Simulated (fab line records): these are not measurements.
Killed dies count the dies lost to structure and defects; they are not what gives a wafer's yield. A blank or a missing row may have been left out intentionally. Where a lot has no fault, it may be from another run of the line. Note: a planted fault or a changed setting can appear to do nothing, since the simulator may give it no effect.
Chamber matching + flow n5_finfet + N5_GATE_CUT_DESCUM_18 on rie_diel-04 has 4 sister chambers
The step chemistry O2, time 7 s. 8 wafers are shown with their chamber, then 10 later ones without.

## WAFERS WITH THEIR CHAMBER
| wafer  | chamber | drypump_motor_current_A (A) | throttle_valve_pct (%) |
|--------|---------|-----------------------------|------------------------|
| L079.2 | 0       | 5.4                         | 20.81                  |
| L082.6 | 3       | 5.5                         | 20.47                  |
| L085.5 | 1       | 5.4                         | 20.23                  |
| L089.1 | 1       | 5.4                         | 20.23                  |
| L089.2 | 2       | 5.7                         | 20.47                  |
| L089.4 | 0       | 5.4                         | 20.84                  |
| L092.2 | 2       | 5.7                         | 20.46                  |
| L092.4 | 3       | 5.4                         | 20.17                  |

## WAFERS WITHOUT THEIR CHAMBER
| wafer  | drypump_motor_current_A (A) | throttle_valve_pct (%) |
|--------|-----------------------------|------------------------|
| L092.6 | 5.7                         | 20.48                  |
| L093.2 | 5.7                         | 20.47                  |
| L093.5 | 5.4                         | 20.25                  |
| L093.6 | 5.5                         | 20.15                  |
| L094.1 | 5.7                         | 20.48                  |
| L094.4 | 5.4                         | 20.19                  |
| L094.6 | 5.7                         | 20.48                  |
| L095.1 | 5.7                         | 20.49                  |
| L095.3 | 5.3                         | 20.26                  |
| L095.4 | 5.7                         | 20.49                  |

## WHICH CHAMBER EACH ONE RAN IN
| wafer  | from the rows above     | in truth |
|--------|-------------------------|----------|
| L092.6 | 2                       | 2        |
| L093.2 | 2                       | 2        |
| L093.5 | can't be placed: 1 or 3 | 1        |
| L093.6 | can't be placed: 3 or 1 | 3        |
| L094.1 | 2                       | 2        |
| L094.4 | can't be placed: 1 or 3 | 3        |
| L094.6 | 2                       | 2        |
| L095.1 | 2                       | 2        |
| L095.3 | can't be placed: 1 or 3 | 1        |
| L095.4 | 2                       | 2        |
Correct placement for 6 of the 10. Not placeable from these rows: 4 (in 4, the candidates include the true chamber). Wrongly placed: 0.
How it was worked out, from the rows above alone: a wafer's distance from a chamber is the root of the sum, over the readings, of the square of ((its reading less the chamber's mean) divided by the reading's scatter). The wafer belongs to the nearest chamber; if the next one is less than 2 further off, it can't be placed. Each chamber's mean is taken over the wafers shown for it. The scatter: the root of (the sum of the squares of (reading less its chamber's mean) over the shown wafers, divided by (wafers less chambers)).
